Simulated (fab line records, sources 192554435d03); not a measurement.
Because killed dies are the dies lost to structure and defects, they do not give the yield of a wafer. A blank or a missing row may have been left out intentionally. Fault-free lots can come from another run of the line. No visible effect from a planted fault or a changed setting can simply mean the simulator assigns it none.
Which tool was responsible? -- flow n5_finfet -- 36 wafers from 12 lots sampled at 4 of the route's 1938 steps

WHAT THE GAUGES SHOWED, per wafer
N5_BEOL_M4_THK_MEAS_01.
lot,measured,on,M4_ILD_THK (nm)
L074,day 8 07:02,film_metro-01,77.6 78.3 79.1
L078,day 8 11:39,film_metro-01,78.8 77.8 78.9
L079,day 8 21:04,film_metro-01,78.7 80.3 79.7
L081,day 9 01:14,film_metro-01,77.9 78.6 78.8
L083,day 11 01:39,film_metro-01,77.1 79.4 79.6
L085,day 11 21:08,film_metro-02,77.8 79.9 79.4
L088,day 12 08:01,film_metro-02,77.6 78.3 78.6
L089,day 12 10:39,film_metro-01,77.6 79.0 80.2
L091,day 12 12:44,film_metro-01,77.1 79.1 77.1
L092,day 12 22:12,film_metro-01,77.5 79.3 79.6
L094,day 13 04:49,film_metro-02,77.4 78.6 78.1
L097,day 14 19:34,film_metro-02,78.0 79.0 79.2

TOOL THAT RAN EACH LOT (tool first, then ch and the chambers of the sampled wafers, then the start)
lot,N5_BEOL_M3_SPUTTER_88,N5_BEOL_M3_ANNEAL_89,N5_BEOL_M3_CO_CAP_55
L074,"pvd_sputter-01, day 8 04:59","pvd_sputter-01, day 8 05:04","cvd_co-02 ch 1,2, day 8 06:44"
L078,"pvd_sputter-03, day 8 09:34","pvd_sputter-03, day 8 09:39","cvd_co-01 ch 0,2, day 8 11:20"
L079,"pvd_sputter-02, day 8 18:44","pvd_sputter-02, day 8 18:49","cvd_co-01 ch 1,2, day 8 20:44"
L081,"pvd_sputter-02, day 8 22:43","pvd_sputter-02, day 8 22:47","cvd_co-01 ch 0,1, day 9 00:56"
L083,"pvd_sputter-03, day 10 23:34","pvd_sputter-03, day 10 23:38","cvd_co-02 ch 1,2, day 11 01:19"
L085,"pvd_sputter-01, day 11 19:04","pvd_sputter-01, day 11 19:08","cvd_co-01 ch 0,1, day 11 20:49"
L088,"pvd_sputter-03, day 12 03:01","pvd_sputter-03, day 12 03:05","cvd_co-02 ch 0,2, day 12 07:42"
L089,"pvd_sputter-01, day 12 08:35","pvd_sputter-01, day 12 08:40","cvd_co-02 ch 0,1, day 12 10:20"
L091,"pvd_sputter-01, day 12 10:31","pvd_sputter-01, day 12 10:35","cvd_co-02 ch 0,1,2, day 12 12:26"
L092,"pvd_sputter-03, day 12 20:07","pvd_sputter-03, day 12 20:11","cvd_co-01 ch 0,1,2, day 12 21:53"
L094,"pvd_sputter-01, day 13 02:46","pvd_sputter-01, day 13 02:51","cvd_co-02 ch 0,1,2, day 13 04:31"
L097,"pvd_sputter-01, day 14 17:30","pvd_sputter-01, day 14 17:35","cvd_co-02 ch 0,1, day 14 19:14"
- N5_BEOL_M3_SPUTTER_88: material Cu, target thk 4.5 nm, time 8.29 s.
- N5_BEOL_M3_ANNEAL_89: time 240 s.
- N5_BEOL_M3_CO_CAP_55: material Co, precursor CCTBA/H2, target thk 2 nm, time 102.1 s.

THE ANSWER, worked out from the rows above alone
Rule: the usual values come from the lots themselves. The widest of any qualifying gaps counts: lots, ordered by their means at a reading, are off when they make up no more than a third of the lots, leave a main group of 4 or more, and stand apart from it by 3 or more times the standard deviation of that group's means. Not used: any main group whose means are identical at the precision the tables above print for the reading. A lot without any number at a reading at which 4 lots or more have one is off too. The other lots that the step has rows for count as sound.
Nothing can be told from this: no lot is off at any reading shown.

WHAT THE SIMULATOR HAD PUT IN
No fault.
